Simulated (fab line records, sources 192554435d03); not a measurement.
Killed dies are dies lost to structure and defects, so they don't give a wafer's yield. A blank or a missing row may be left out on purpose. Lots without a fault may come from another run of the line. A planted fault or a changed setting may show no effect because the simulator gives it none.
Split-lot experiment | flow n5_finfet | 7 lots, 21 wafers read, on a route of 1938 steps

THE SPLIT
At N5_BEOL_M5_TRENCH_ETCH_37 (etches SiCOH lowk in C4F6/O2, target depth 71.652 nm, time 24.7 s), the setting bias_w was moved away from the recipe's 185 W on 7 of the 21 wafers read, by -13.6% to +17.4%. The other wafers ran this setting at the recipe's value.

FROM THE SPLIT TO THE READING: what the file shows between them, 2 steps
- N5_BEOL_M5_ETCH_41: etches SiCN in CH3F/O2, target depth 31.5 nm, time 56.7 s
- N5_BEOL_M5_STRIP_91: strips in N2/H2, time 10 s

THE READING
trench_depth_nm, in nm, at N5_BEOL_M5_OCD_MEAS_38. Fault-free wafers of this fab line usually give 70.7 nm, standard deviation 1.1 nm.

wafer  | tool, chamber at the split | bias_w as run, W | against the recipe | trench_depth_nm, nm | against lot-mates on the recipe
L077.2 | rie_diel-06, 2             | 217.2            | +17.4%             | 73.7                | +4.5
L077.4 | rie_diel-06, 3             | 217.2            | +17.4%             | 73.2                | +4.0
L077.6 | rie_diel-06, 2             | 185              | recipe             | 69.2                | -
L078.1 | rie_diel-05, 0             | 185              | recipe             | 72.9                | -
L078.5 | rie_diel-05, 1             | 185              | recipe             | 70.2                | -
L078.6 | rie_diel-05, 2             | 212.7            | +15.0%             | 75.6                | +4.0
L079.4 | rie_diel-06, 2             | 185              | recipe             | 70.1                | -
L079.5 | rie_diel-06, 1             | 185              | recipe             | 70.3                | -
L079.6 | rie_diel-06, 2             | 185              | recipe             | 70.8                | -
L082.1 | rie_diel-05, 3             | 185              | recipe             | 70.9                | -
L082.4 | rie_diel-05, 1             | 185              | recipe             | 69.4                | -
L082.6 | rie_diel-05, 3             | 213              | +15.1%             | 74.2                | +4.0
L084.3 | rie_diel-01, 3             | 159.8            | -13.6%             | 67.0                | -3.0
L084.4 | rie_diel-01, 0             | 185              | recipe             | 70.5                | -
L084.5 | rie_diel-01, 3             | 185              | recipe             | 69.6                | -
L086.2 | rie_diel-05, 2             | 172.8            | -6.6%              | 69.6                | -1.7
L086.3 | rie_diel-05, 3             | 185              | recipe             | 71.5                | -
L086.4 | rie_diel-05, 2             | 185              | recipe             | 71.1                | -
L089.1 | rie_diel-01, 1             | 185              | recipe             | 70.3                | -
L089.3 | rie_diel-01, 2             | 175.9            | -4.9%              | 71.5                | +0.8
L089.5 | rie_diel-01, 0             | 185              | recipe             | 71.2                | -

THE FIT
A straight line over all 21 wafers: trench_depth_nm changes by +0.211 nm for each +1% of bias_w; r = +0.85; the points scatter about the line by 1.1 nm.
The same after taking each lot's own level away (the mean of its wafers on the recipe; 21 wafers): +0.239 nm for each +1%; r = +0.94; scatter 0.72 nm.
On that fit, the largest move of bias_w shifts the reading by 4.2 nm.
The lots' own levels span 69.20 to 71.55 nm, that is 2.1 times the standard deviation above.
So the lot-to-lot level changes the slope: the two fits differ.
Check: with one of the wafers moved furthest among these (+17.4%) left out of the fit, the line predicts +4.24 nm for it against its lot-mates. It came out at +4.5 nm against them.
Tool readings at the split's step, against how far the setting was moved: rf_vpp_V r = +0.96.

THE WHOLE CHAIN: every reading that the file lists as answering this split, in the file's order
step                      | what it does                                                      | reading                                                                   | change (the file's fit)               | r (the file's)
N5_BEOL_M5_TRENCH_ETCH_37 | etches SiCOH lowk in C4F6/O2, target depth 71.652 nm, time 24.7 s | rf_vpp_V                                                                  | +5.08 V for each +1% of the setting   | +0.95
N5_BEOL_M5_TRENCH_ETCH_37 | etches SiCOH lowk in C4F6/O2, target depth 71.652 nm, time 24.7 s | etch.depth_nm (the simulator's own value, which no gauge read)            | +0.237 nm for each +1% of the setting | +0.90
N5_BEOL_M5_TRENCH_ETCH_37 | etches SiCOH lowk in C4F6/O2, target depth 71.652 nm, time 24.7 s | BEOL_M5.feature_depth_nm (the simulator's own value, which no gauge read) | +0.235 nm for each +1% of the setting | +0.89
N5_BEOL_M5_OCD_MEAS_38    |                                                                   | trench_depth_nm                                                           | +0.242 nm for each +1% of the setting | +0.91

THE FILE'S OWN FIT
trench_depth_nm changes by +0.242 nm for each +1% of bias_w, r = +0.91.
